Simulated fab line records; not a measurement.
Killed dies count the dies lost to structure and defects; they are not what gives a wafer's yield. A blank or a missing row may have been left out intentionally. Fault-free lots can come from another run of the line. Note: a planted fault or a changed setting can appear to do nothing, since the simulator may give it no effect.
Which of the tools did it? -- flow nandHarc -- 13 lots, 39 wafers sampled, at 5 steps of a route of 1302

## WHAT EACH GAUGE READ, for each wafer
NHARC_THIN_TSV_CD_MEAS_16. Usual: cdNm at 999.0 nm, with a standard deviation of 1.5.
lot,measured,on,cdNm (nm),flag
L807,day 23 10:59,cdSem-02,1002.9 999.1 1001.3,
L810,day 24 12:49,cdSem-02,1000.5 998.5 998.3,
L809,day 24 20:18,cdSem-02,997.6 1002.9 1001.2,
L811,day 25 09:31,cdSem-03,998.5 998.9 998.7,
L812,day 26 04:08,cdSem-02,1000.0 996.6 997.9,
L814,day 26 10:58,cdSem-02,996.9 997.9 996.1,
L813,day 26 15:23,cdSem-02,998.2 998.5 998.3,
L816,day 27 00:02,cdSem-01,1002.0 1000.3 1000.0,
L815,day 27 01:09,cdSem-02,998.6 997.6 997.0,
L818,day 27 20:28,cdSem-02,1000.5 998.9 1001.8,
L823,day 30 10:14,cdSem-03,999.3 998.7 996.5,
L827,day 32 13:05,cdSem-01,997.4 999.9 998.5,
L828,day 32 17:43,cdSem-01,996.9 1001.2 997.3,

NHARC_THIN_TSV_CD_MEAS_33 targets a cd of 5000 nm. Usual: cdNm at 5000.8 nm, with a standard deviation of 1.9.
lot,measured,on,cdNm (nm),flag
L807,day 23 15:48,cdSem-02,4998.3 4998.0 4998.4,
L810,day 24 17:44,cdSem-02,5001.5 4999.9 5002.4,
L809,day 25 01:16,cdSem-03,5003.6 5000.1 4998.2,
L811,day 25 14:34,cdSem-03,5003.9 5004.1 5003.4,
L812,day 26 08:56,cdSem-03,5001.1 4999.8 5000.9,
L814,day 26 15:54,cdSem-02,5002.2 5001.2 5002.3,
L813,day 26 20:13,cdSem-01,4999.1 4998.5 4996.0,
L816,day 27 05:08,cdSem-02,4997.6 4999.1 5000.5,
L815,day 27 06:09,cdSem-03,4999.5 5002.9 5000.8,
L818,day 28 01:24,cdSem-03,5001.2 5000.3 5001.4,
L823,day 30 15:12,cdSem-01,5000.6 5000.2 5000.6,
L827,day 32 18:00,cdSem-01,4999.3 5000.3 4999.6,
L828,day 32 22:43,cdSem-02,4997.6 4999.7 5001.0,

NHARC_END_SORT_01. Usual: defectLimitedYield 91.4 % (standard deviation 2.5); killedAtArray 54 (standard deviation 17); killedAtOther 1.0 (standard deviation 1.4); killedAtPeriphery 3.6 (standard deviation 2.1); killedDies 58 (standard deviation 17); killedOpen 3.2 (standard deviation 2); killedShort 2.5 (standard deviation 1.5).
lot,measured,on,defectLimitedYield (%),killedAtArray,killedAtOther,killedAtPeriphery,killedDies,killedOpen,killedShort,flag
L810,day 25 02:53,prober-01,92.6 95.3 92.3,47 29 45,0 0 0,3 3 7,50 32 52,5 1 2,2 4 2,
L811,day 26 03:07,prober-02,94.1 91.1 94.2,31 51 31,5 4 3,4 5 5,40 60 39,2 5 2,1 2 2,
L812,day 26 17:59,prober-01,94.1 91.7 94.1,38 54 39,1 1 0,1 1 1,40 56 40,0 2 3,3 2 1,
L814,day 27 02:32,prober-02,92.2 92.0 94.2,48 50 36,3 0 0,2 4 3,53 54 39,3 5 3,1 5 6,
L813,day 27 05:40,prober-01,90.3 87.4 86.4,61 83 86,1 1 3,4 1 3,66 85 92,3 3 2,3 2 2,
L815,day 27 16:39,prober-01,91.9 91.6 93.6,52 54 40,0 0 0,3 3 3,55 57 43,3 4 3,4 4 2,

## WHAT TOOL EACH LOT RAN ON (gives the tool, then ch and the chambers of the sampled wafers, and finally the start)
lot,NHARC_A_BONDPAD_CMP_19,NHARC_THIN_TSV_ETCH_36
L807,"cmp-03 ch 0,2,3, day 22 19:04","rieMetal-02 ch 0,1, day 23 16:21"
L810,"cmp-01 ch 1,2,3, day 24 00:24","rieMetal-02 ch 0,1, day 24 18:17"
L809,"cmp-01 ch 2,3, day 24 06:37","rieMetal-02 ch 0,1, day 25 01:49"
L811,"cmp-02 ch 1,2, day 24 19:58","rieMetal-01 ch 0,1, day 25 15:07"
L812,"cmp-01 ch 0,1,3, day 25 14:10","rieMetal-03 ch 0, day 26 09:29"
L814,"cmp-02 ch 1,3, day 25 20:16","rieMetal-02 ch 0,1, day 26 16:28"
L813,"cmp-01 ch 0,1,3, day 26 01:16","rieMetal-01 ch 0,1, day 26 20:46"
L816,"cmp-03 ch 1,2, day 26 08:07","rieMetal-02 ch 0,1, day 27 05:41"
L815,"cmp-03 ch 0,2,3, day 26 11:26","rieMetal-01 ch 0,1, day 27 06:42"
L818,"cmp-03 ch 1,2,3, day 27 06:53","rieMetal-03 ch 0,1, day 28 01:57"
L823,"cmp-03 ch 1,2, day 29 18:35","rieMetal-01 ch 1, day 30 15:45"
L827,"cmp-01 ch 0,1,2, day 31 20:48","rieMetal-02 ch 0,1, day 32 18:34"
L828,"cmp-01 ch 0,1,3, day 32 04:17","rieMetal-02 ch 0,1, day 32 23:16"
- NHARC_A_BONDPAD_CMP_19: polishes, t overpolish 30 s, cu recess touch 16 s, target thk 169.82 nm.
- NHARC_THIN_TSV_ETCH_36: etches the open film in Cl2/BCl3, target depth 65 nm, time 18.571 s.

## WHAT THE TOOLS THEMSELVES READ (means of the sampled wafers that have a number; where no wafer has one, the mark that the record gives instead)
NHARC_A_BONDPAD_CMP_19. Usual: motorCurrentA 11.6 A, standard deviation 1.2; overpolishRunS 30.000 s, standard deviation 0.0088; padLifeWafers 200, standard deviation 90; retainingRingPressureFrac 1.000, standard deviation 0.0054.
lot,tool,motorCurrentA (A),overpolishRunS (s),padLifeWafers,retainingRingPressureFrac,flag
L807,cmp-03,12.1,29.992,278,1.000,
L810,cmp-01,10.4,29.998,302,1.002,
L809,cmp-01,10.9,29.985,332,0.998,
L811,cmp-02,11.3,30.005,132,1.000,
L812,cmp-01,10.5,30.000,20,0.999,
L814,cmp-02,12.4,30.000,217,0.998,
L813,cmp-01,10.6,30.004,62,1.001,
L816,cmp-03,12.1,29.999,229,1.006,
L815,cmp-03,12.1,30.001,242,1.004,
L818,cmp-03,11.9,29.996,314,0.994,
L823,cmp-03,11.8,29.995,164,0.999,
L827,cmp-01,10.7,30.005,230,1.006,
L828,cmp-01,10.7,30.001,254,0.998,

NHARC_THIN_TSV_ETCH_36. Usual: drypumpMotorCurrentA 6.1 A, standard deviation 0.57; oesProductAu 1.000 a.u., standard deviation 0.009; runLengthS 39.6 s, standard deviation 0.4.
lot,tool,drypumpMotorCurrentA (A),oesProductAu (a.u.),runLengthS (s),flag
L807,rieMetal-02,6.5,1.016,39.1,
L810,rieMetal-02,6.6,1.007,39.7,
L809,rieMetal-02,6.5,1.001,39.1,
L811,rieMetal-01,5.7,1.002,39.8,
L812,rieMetal-03,5.4,0.987,40.0,
L814,rieMetal-02,6.5,1.001,39.4,
L813,rieMetal-01,5.7,0.998,39.7,
L816,rieMetal-02,6.5,1.003,39.1,
L815,rieMetal-01,5.7,0.997,39.7,
L818,rieMetal-03,5.3,0.987,39.9,
L823,rieMetal-01,6.4,0.997,39.8,
L827,rieMetal-02,6.6,0.997,38.0,OFF
L828,rieMetal-02,6.6,1.010,37.7,OFF

## THE ANSWER, worked out from the rows above alone
Rule: lot off if the mean of its wafers having a number is beyond 3 standard deviations from the usual mean. Also off: a lot with no number at a reading for which 4 or more lots have one. Where the step has rows for the other lots, those lots are counted as sound. Order of review: gauges by route order, followed by the tools' own readings, for which a lot's mean as printed above is used. The first step at which some lot is off is used, and at that step the reading that is off furthest; a lot without a number counts as furthest.
Off: L827, L828, at NHARC_THIN_TSV_ETCH_36 (runLengthS).
A tool fits if, at that step or a process step before it, it ran every lot that is off, and no sound lot after the first of them. Undecided on this evidence; 2 tools fit (cmp-01 at NHARC_A_BONDPAD_CMP_19, rieMetal-02 at NHARC_THIN_TSV_ETCH_36).

## WHAT WAS PUT IN BY THE SIMULATOR
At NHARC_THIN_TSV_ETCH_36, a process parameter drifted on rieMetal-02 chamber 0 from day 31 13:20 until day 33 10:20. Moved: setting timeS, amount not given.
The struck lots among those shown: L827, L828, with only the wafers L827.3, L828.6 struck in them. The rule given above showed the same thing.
